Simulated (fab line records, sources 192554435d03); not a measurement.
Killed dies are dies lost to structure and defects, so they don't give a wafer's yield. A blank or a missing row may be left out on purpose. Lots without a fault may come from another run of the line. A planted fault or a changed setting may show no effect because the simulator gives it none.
Chamber matching | flow n5_finfet | N5_BEOL_M9_ALD_74 on ald_metal-01: 4 sister chambers
The step deposits TaN, target thk 2 nm, pulse time 2 s, purge time 3 s. 33 wafers are shown with their chamber, then 12 later ones without.

WAFERS WITH THEIR CHAMBER
wafer  | chamber | heater_power_w (W) | heater_power_outer_w (W) | precursor_vessel_carrier_sccm (sccm)
L074.2 | 0       | 480                | 242                      | 999.0
L074.5 | 1       | 333                | 183                      | 1003.0
L074.6 | 0       | 486                | 242                      | 1000.5
L075.2 | 1       | 336                | 192                      | 1002.3
L075.4 | 0       | 476                | 246                      | 1003.7
L075.5 | 1       | 327                | 181                      | 1001.8
L077.2 | 1       | 337                | 182                      | 1004.4
L077.3 | 2       | 427                | 239                      | 1001.9
L077.6 | 3       | 405                | 217                      | 996.5
L076.2 | 1       | 319                | 186                      | 997.2
L076.4 | 3       | 405                | 223                      | 1003.5
L076.6 | 1       | 328                | 182                      | 999.7
L079.1 | 1       | 330                | 185                      | 997.9
L079.4 | 2       | 423                | 242                      | 999.9
L079.5 | 0       | 479                | 246                      | 1004.1
L081.3 | 0       | 485                | 247                      | 1002.8
L081.5 | 2       | 425                | 245                      | 999.6
L081.6 | 3       | 412                | 215                      | 996.2
L082.3 | 1       | 329                | 187                      | 1001.9
L082.5 | 0       | 478                | 251                      | 1003.9
L082.6 | 1       | 317                | 185                      | 1000.8
L083.2 | 2       | 434                | 241                      | 1002.3
L083.3 | 1       | 325                | 185                      | 994.8
L083.4 | 3       | 406                | 214                      | 995.0
L085.4 | 3       | 415                | 218                      | 1002.1
L085.5 | 3       | 402                | 223                      | 997.3
L085.6 | 0       | 482                | 257                      | 991.6
L087.4 | 2       | 415                | 242                      | 997.5
L087.5 | 1       | 336                | 181                      | 999.2
L087.6 | 3       | 405                | 220                      | 999.7
L089.1 | 3       | 406                | 215                      | 1001.0
L089.5 | 2       | 423                | 238                      | 1002.2
L089.6 | 1       | 335                | 185                      | 998.9

SIGNATURES (means of the wafers above)
reading                       | chamber 0 | chamber 1 | chamber 2 | chamber 3 | scatter within a chamber
heater_power_w                | 480.86    | 329.33    | 424.50    | 407.00    | 5.51
heater_power_outer_w          | 247.29    | 184.50    | 241.17    | 218.12    | 3.68
precursor_vessel_carrier_sccm | 1000.800  | 1000.158  | 1000.567  | 998.913   | 3.15
Rule: a wafer's distance from a chamber is the root of the sum, over the readings, of the square of ((its reading less the chamber's mean) divided by the reading's scatter). The wafer belongs to the nearest chamber; if the next one is less than 2 further off, it can't be placed. The scatter: the root of (the sum of the squares of (reading less its chamber's mean) over the shown wafers, divided by (wafers less chambers)).

WAFERS WITHOUT THEIR CHAMBER
wafer  | heater_power_w (W) | heater_power_outer_w (W) | precursor_vessel_carrier_sccm (sccm)
L090.3 | 405                | 217                      | 1003.2
L090.4 | 326                | 177                      | 992.8
L090.5 | 467                | 242                      | 999.9
L093.3 | 322                | 189                      | 996.9
L093.4 | 425                | 223                      | 994.5
L093.6 | 331                | 184                      | 997.2
L094.1 | 412                | 217                      | 996.6
L094.2 | 479                | 246                      | 997.9
L094.5 | 428                | 239                      | 997.9
L095.1 | 421                | 236                      | 998.6
L095.4 | 482                | 246                      | 995.4
L095.5 | 425                | 244                      | 996.6

WHICH CHAMBER EACH WENT THROUGH
wafer  | from the rows above     | in truth
L090.3 | 3                       | 3
L090.4 | 1                       | 1
L090.5 | 0                       | 0
L093.3 | 1                       | 1
L093.4 | can't be placed: 3 or 2 | 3
L093.6 | 1                       | 1
L094.1 | 3                       | 3
L094.2 | 0                       | 0
L094.5 | 2                       | 2
L095.1 | 2                       | 2
L095.4 | 0                       | 0
L095.5 | 2                       | 2
Placed correctly: 11 of 12. Can't be placed from these rows: 1 (the true chamber is among the candidates in 1). Placed wrongly: 0.
